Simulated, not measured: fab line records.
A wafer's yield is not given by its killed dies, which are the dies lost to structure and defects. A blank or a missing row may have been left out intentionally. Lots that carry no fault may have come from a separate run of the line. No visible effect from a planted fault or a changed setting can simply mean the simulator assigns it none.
Struck lot and sound lot, side by side ; flow n5_finfet ; 15 out of 1938 route steps
Sound: wafers L488.4, L488.5, L488.6. The struck wafers were L475.2, L475.3, L475.5. At the end, the cause is stated.
For every step that has rows: the tool of each side, followed by ch and its chambers, followed by its first start. Under that, the readings that differ: sound wafers ; struck wafers ; difference of the means ; sigmas: that difference in standard deviations of wafers without a fault.
alike: readings with means less than 2 such deviations apart, plus words and numbers identical on both sides. not compared: withheld readings, readings lacking a value on some wafer, bounds such as >300 that could conceal the same value, and numbers that have no deviation in the record and whose values overlap.
Wherever a step has rows on one side only, a row that says differs or no value, or a row with sigmas, the two part there. Numbers that have no deviation but don't overlap get no sigmas and don't part them. Lack of a reading on every wafer of one side parts them only where that side has two or more wafers.

first, 8 steps without rows for these wafers: N5_BEOL_M6_COAT_59 (time 60 s, resist thk 100 nm); N5_BEOL_M6_COAT_60 (time 60 s, resist thk 35 nm); N5_BEOL_M6_COAT_05 (resist thk 90 nm); N5_BEOL_M6_EBR_07; N5_BEOL_M6_SOFTBAKE_06 (time 60 s); N5_BEOL_M6_EXPOSE_08 (exposes mask M6); N5_BEOL_M6_PEB_09 (peb time 60 s); N5_BEOL_M6_DEVELOP_10 (develop time 30 s).
N5_BEOL_M6_CD_MEAS_11: target cd 38.5 nm.
  sound on cd_sem-01 ch 0, day 16 12:48; struck on cd_sem-02 ch 0, day 12 14:12
  alike: cd_nm
N5_BEOL_M6_OVL_MEAS_12:
  sound on overlay-01 ch 0, day 16 12:50; struck on overlay-02 ch 0, day 12 14:14
  alike: M6_OVL
N5_BEOL_M6_INSPECT_13: inspects for defects (brightfield).
  struck on defect_inspect-02, day 12 14:16; sound on defect_inspect-02, day 16 12:52
  alike: raw_defect_count
N5_BEOL_M6_DESCUM_16: chemistry O2, time 7.9 s.
  sound on rie_diel-01 ch 0,1,3, day 16 13:02; struck on rie_diel-06 ch 0,2, day 12 14:20
  alike: drypump_motor_current_A, oes_product_au, rf_vpp_V, showerhead_plenum_p_Torr, throttle_valve_pct
  not compared: rf_hours_counter_h
N5_BEOL_M6_ETCH_61: etches SiARC in CF4, target depth 45.5 nm, time 75.8 s.
  sound on rie_diel-01 ch 0,1,3, day 16 13:04; struck on rie_diel-06 ch 0,2, day 12 14:23
reading;sound;struck;difference;sigmas
etch_rf_on_time_s (s);77.2 75.8 76.7;86.0 87.5 87.0;+10.3;+12
  alike: drypump_motor_current_A, oes_product_au, rf_vpp_V, showerhead_plenum_p_Torr, throttle_valve_pct
  not compared: rf_hours_counter_h
N5_BEOL_M6_ETCH_62: etches SOC in N2/H2, target depth 110 nm, overetch 22 nm, time 165 s.
  sound on rie_diel-01 ch 0,1,3, day 16 13:07; struck on rie_diel-06 ch 0,2, day 12 14:26
  alike: drypump_motor_current_A, oes_product_au, rf_vpp_V, showerhead_plenum_p_Torr, throttle_valve_pct
  not compared: rf_hours_counter_h
after that, 1 step had no rows for these wafers: N5_PASSIVATION_PROBE_49.

WHERE THEY PART
N5_BEOL_M6_ETCH_61 only, going by this record. Later steps at which nothing parts them and some readings are alike: N5_BEOL_M6_ETCH_62.

WHY: the cause the simulator had injected
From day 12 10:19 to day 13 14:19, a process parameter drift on rie_diel-06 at N5_BEOL_M6_ETCH_61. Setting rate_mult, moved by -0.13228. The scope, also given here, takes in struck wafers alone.
